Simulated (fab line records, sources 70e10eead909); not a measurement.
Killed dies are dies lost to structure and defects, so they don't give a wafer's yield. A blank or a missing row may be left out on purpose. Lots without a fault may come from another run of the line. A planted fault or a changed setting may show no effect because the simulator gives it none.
Chamber matching | flow nand_harc | NHARC_P_BONDPAD_CMP_19 on cmp-04: 4 sister chambers
The step polishes, t overpolish 30 s, cu recess touch 16 s, target thk 160.81 nm. 8 wafers are shown with their chamber, then 9 later ones without.

WAFERS WITH THEIR CHAMBER
wafer  | chamber | motor_current_A (A) | overpolish_run_s (s)
L080.5 | 2       | 11.4                | 29.995
L084.2 | 2       | 11.2                | 29.982
L088.3 | 1       | 9.8                 | 29.998
L088.5 | 0       | 11.8                | 29.991
L088.6 | 3       | 11.4                | 29.998
L090.1 | 1       | 10.2                | 30.002
L090.2 | 0       | 12.0                | 29.998
L090.3 | 3       | 11.7                | 29.991

WAFERS WITHOUT THEIR CHAMBER
wafer  | motor_current_A (A) | overpolish_run_s (s)
L091.2 | 9.8                 | 30.006
L091.3 | 11.4                | 29.997
L091.6 | 11.3                | 30.002
L095.1 | 11.6                | 29.993
L095.4 | 11.4                | 30.016
L095.5 | 11.7                | 30.007
L097.1 | 9.2                 | 30.009
L097.3 | 11.7                | 29.985
L097.4 | 10.9                | 29.988

WHICH CHAMBER EACH WENT THROUGH
wafer  | from the rows above          | in truth
L091.2 | 1                            | 1
L091.3 | can't be placed: 3 or 2 or 0 | 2
L091.6 | can't be placed: 3 or 2 or 0 | 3
L095.1 | can't be placed: 3 or 0 or 2 | 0
L095.4 | can't be placed: 3 or 0 or 2 | 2
L095.5 | can't be placed: 3 or 0 or 2 | 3
L097.1 | 1                            | 1
L097.3 | can't be placed: 3 or 0 or 2 | 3
L097.4 | can't be placed: 2 or 3      | 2
Placed correctly: 2 of 9. Can't be placed from these rows: 7 (the true chamber is among the candidates in 7). Placed wrongly: 0.
How it was worked out, from the rows above alone: a wafer's distance from a chamber is the root of the sum, over the readings, of the square of ((its reading less the chamber's mean) divided by the reading's scatter). The wafer belongs to the nearest chamber; if the next one is less than 2 further off, it can't be placed. A chamber's mean is the mean of its shown wafers. The scatter: the root of (the sum of the squares of (reading less its chamber's mean) over the shown wafers, divided by (wafers less chambers)).
